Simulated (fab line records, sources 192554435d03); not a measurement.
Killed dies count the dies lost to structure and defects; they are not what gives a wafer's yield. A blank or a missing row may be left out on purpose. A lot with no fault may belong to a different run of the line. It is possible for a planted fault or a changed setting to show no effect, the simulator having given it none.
Matching of chambers -- flow n5_finfet -- N5_FIN_SAQP_ETCH_64 on rie_si-01 has 4 sister chambers
The step etches SiO2 in CF4, target depth 1.5 nm. 14 wafers are shown with their chamber, then 7 later ones without.

WAFERS PAIRED WITH THEIR CHAMBERS
wafer,chamber,drypump_motor_current_A (A),throttle_valve_pct (%),oes_product_au (a.u.)
L076.1,2,5.3,21.72,0.989
L076.4,3,5.3,21.59,1.002
L076.5,1,6.3,21.56,0.981
L084.2,1,6.4,21.57,0.978
L084.3,3,5.3,21.57,1.004
L084.4,2,5.4,21.72,0.985
L085.1,1,6.2,21.56,0.986
L085.2,3,5.3,21.57,1.009
L085.5,3,5.3,21.58,1.017
L086.2,2,5.4,21.70,0.995
L086.3,3,5.3,21.57,1.004
L086.5,3,5.3,21.56,1.008
L088.2,3,5.3,21.57,1.005
L088.4,0,6.1,21.63,0.944

SIGNATURES, as means of the wafers listed above
reading,chamber 0,chamber 1,chamber 2,chamber 3,scatter within a chamber
drypump_motor_current_A,6.100,6.300,5.367,5.300,0.0516
throttle_valve_pct,21.6300,21.5633,21.7133,21.5729,0.00936
oes_product_au,0.94400,0.98167,0.98967,1.00700,0.00485
Rule: a wafer's distance from a chamber is the root of the sum, over the readings, of the square of ((its reading less the chamber's mean) divided by the reading's scatter). The wafer belongs to the nearest chamber; if the next one is less than 2 further off, it can't be placed. The scatter: take each reading less its chamber's mean, square it, sum over the shown wafers, divide by the number of wafers less the number of chambers, and take the root.

WAFERS WHOSE CHAMBER IS MISSING
wafer,drypump_motor_current_A (A),throttle_valve_pct (%),oes_product_au (a.u.)
L088.5,5.3,21.59,1.012
L091.1,6.0,21.61,0.942
L091.5,5.3,21.72,0.997
L091.6,5.3,21.59,1.017
L095.3,5.4,21.73,0.989
L095.5,6.3,21.59,0.990
L095.6,6.0,21.62,0.952

THE CHAMBER EACH PASSED THROUGH
wafer,from the rows above,in truth
L088.5,3,3
L091.1,0,0
L091.5,2,2
L091.6,3,3
L095.3,2,2
L095.5,1,1
L095.6,0,0
7 of 7 placed correctly. Number that these rows cannot place: 0. Wrongly placed: 0.
